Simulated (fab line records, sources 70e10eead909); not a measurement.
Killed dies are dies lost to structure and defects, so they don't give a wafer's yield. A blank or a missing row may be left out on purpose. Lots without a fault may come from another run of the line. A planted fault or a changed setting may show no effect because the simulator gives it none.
A struck lot beside a sound one | flow nand_harc | 24 steps out of a route of 1302
Sound: wafers L484.1, L484.2, L484.5. Struck: wafers L490.1, L490.2, L490.3. The cause comes at the end.
At each step with rows: each side's tool, then ch and its chambers, then its first start. Under that, the readings that differ: sound wafers | struck wafers | difference of the means | sigmas: that difference in standard deviations of wafers without a fault.
alike: readings whose means differ by less than 2 such deviations, and words and numbers that are the same on both sides. not compared: withheld readings, readings that some wafer has no value for, bounds like >300 that may hide the same value, and numbers for which the record gives no deviation and whose values overlap.
The two part at a step that has a row with sigmas, a row that says differs or no value, or rows on one side only. Numbers that don't overlap but have no deviation are shown without sigmas and don't part them. A reading that every wafer of one side lacks parts them only if that side has two wafers or more.

NHARC_A_CHANNEL_HOLE_D2_ETCH_39: etches the open film in N2/H2, target depth 260 nm, time 325 s.
  sound on rie_diel-08 ch 1,2; struck on rie_diel-10 ch 0,1,3
  alike: drypump_motor_current_A, oes_product_au, rf_vpp_V, showerhead_plenum_p_Torr, throttle_valve_pct
  not compared: rf_hours_counter_h
then, 2 steps without rows for these wafers: NHARC_A_CHANNEL_HOLE_D2_ETCH_34 (etches the open film in CF4/CHF3, target depth 154 nm, time 77 s); NHARC_A_CHANNEL_HOLE_D2_ETCH_16 (etches the open film in O2/COS, target depth 3100 nm, time 806 s).
NHARC_A_CHANNEL_HOLE_D2_CD_MEAS_18:
  sound on cd_sem-02, day 15 19:36; struck on cd_sem-01, day 18 07:56
  alike: cd_nm
NHARC_A_CHANNEL_HOLE_D2_ETCH_19: etches the open film in C4F8/O2/Ar, time 34.5 s.
  sound on har_etch-01 ch 0,1, day 15 22:53; struck on har_etch-02 ch 0,1, day 18 09:46
  alike: drypump_motor_current_A, showerhead_plenum_p_Torr, temp_c, throttle_valve_pct
  not compared: rf_hours_counter_h
then, 3 steps without rows for these wafers: NHARC_A_CHANNEL_HOLE_D2_ETCH_20 (etches the open film in C4F8/O2/Ar, time 361.9 s, target depth 1600 nm); NHARC_A_CHANNEL_HOLE_D2_ETCH_21 (etches the open film in C4F8/O2/Ar, time 514.3 s, target depth 1600 nm); NHARC_A_CHANNEL_HOLE_D2_ETCH_22 (etches the open film in C4F8/O2/Ar, time 666.7 s, target depth 1600 nm).
NHARC_A_CHANNEL_HOLE_D2_ETCH_23: etches the open film in C4F8/O2/Ar, time 819 s, target depth 1600 nm.
  sound on har_etch-01 ch 0,1, day 16 00:19; struck on har_etch-02 ch 0,1, day 18 11:12
  alike: drypump_motor_current_A, showerhead_plenum_p_Torr, temp_c, throttle_valve_pct
  not compared: rf_hours_counter_h
NHARC_A_CHANNEL_HOLE_D2_ETCH_24: etches the open film in C4F8/O2/Ar, time 906.2 s, target depth 1500 nm.
  sound on har_etch-01 ch 0,1, day 16 01:00; struck on har_etch-02 ch 0,1, day 18 11:54
  alike: drypump_motor_current_A, showerhead_plenum_p_Torr, temp_c, throttle_valve_pct
  not compared: rf_hours_counter_h
then, 1 step without rows for these wafers: NHARC_A_CHANNEL_HOLE_D2_ETCH_25 (etches the open film in C4F8/O2/Ar, time 1040.2 s, target depth 1500 nm).
NHARC_A_CHANNEL_HOLE_D2_ETCH_26: etches the open film in C4F8/O2/Ar, time 224.1 s, target depth 300 nm.
  sound on har_etch-01 ch 0,1, day 16 02:40; struck on har_etch-02 ch 0,1, day 18 13:33
  alike: drypump_motor_current_A, showerhead_plenum_p_Torr, temp_c, throttle_valve_pct
  not compared: rf_hours_counter_h
NHARC_A_CHANNEL_HOLE_D2_ETCH_27: etches the open film in C4F8/O2/Ar, time 90 s, target depth 400 nm.
  sound on har_etch-01 ch 0,1, day 16 02:52; struck on har_etch-02 ch 0,1, day 18 13:45
  alike: drypump_motor_current_A, showerhead_plenum_p_Torr, temp_c, throttle_valve_pct
  not compared: rf_hours_counter_h
then, 7 steps without rows for these wafers: NHARC_A_CHANNEL_HOLE_D2_STRIP_41 (strips in N2/H2); NHARC_A_CHANNEL_HOLE_D2_STRIP_42 (strips in CF4/CHF3); NHARC_A_CHANNEL_HOLE_D2_STRIP_43 (strips in O2/COS); NHARC_A_CHANNEL_HOLE_D2_ETCH_44 (etches the open film in CF4/O2, target depth 140 nm, overetch 14 nm, time 77 s); NHARC_A_CHANNEL_HOLE_D2_STRIP_28 (strips in O2); NHARC_A_CHANNEL_HOLE_D2_PRECLEAN_29 (cleans in SC1); NHARC_A_CHANNEL_HOLE_D2_SRD_30.
NHARC_A_CHANNEL_HOLE_D2_CD_MEAS_31:
  sound on cd_sem-01, day 16 04:25; struck on cd_sem-01, day 18 15:17
  alike: cd_nm
then, 1 step without rows for these wafers: NHARC_A_CHANNEL_HOLE_D2_XSEM_32.
NHARC_A_CHANNEL_HOLE_D2_INSPECT_40:
  sound on defect_inspect-01, day 16 04:36; struck on defect_inspect-02, day 18 15:39
  reading          | sound       | struck      | difference | sigmas
  raw_defect_count | 242 290 275 | 612 700 624 | +376       | +5
  not compared: hold
-- the record jumps here: 12 days lie between the struck wafers' starts before and after (it left off in module A_CHANNEL_HOLE_D2 and takes up again in module END, whose first step shown is number 1302 of the route) --
NHARC_END_SORT_01:
  sound on prober-01 ch 0, day 27 19:52; struck on prober-01 ch 0, day 31 00:34
  reading         | sound    | struck      | difference | sigmas
  killed_at_array | 73 68 62 | 102 118 126 | +48        | +3
  killed_dies     | 76 71 66 | 105 121 129 | +47        | +3
  alike: killed_at_other, killed_at_periphery, killed_open, killed_short

WHERE THEY PART
First at NHARC_A_CHANNEL_HOLE_D2_INSPECT_40; last, within this record, at NHARC_END_SORT_01.

WHY: what the simulator had put in
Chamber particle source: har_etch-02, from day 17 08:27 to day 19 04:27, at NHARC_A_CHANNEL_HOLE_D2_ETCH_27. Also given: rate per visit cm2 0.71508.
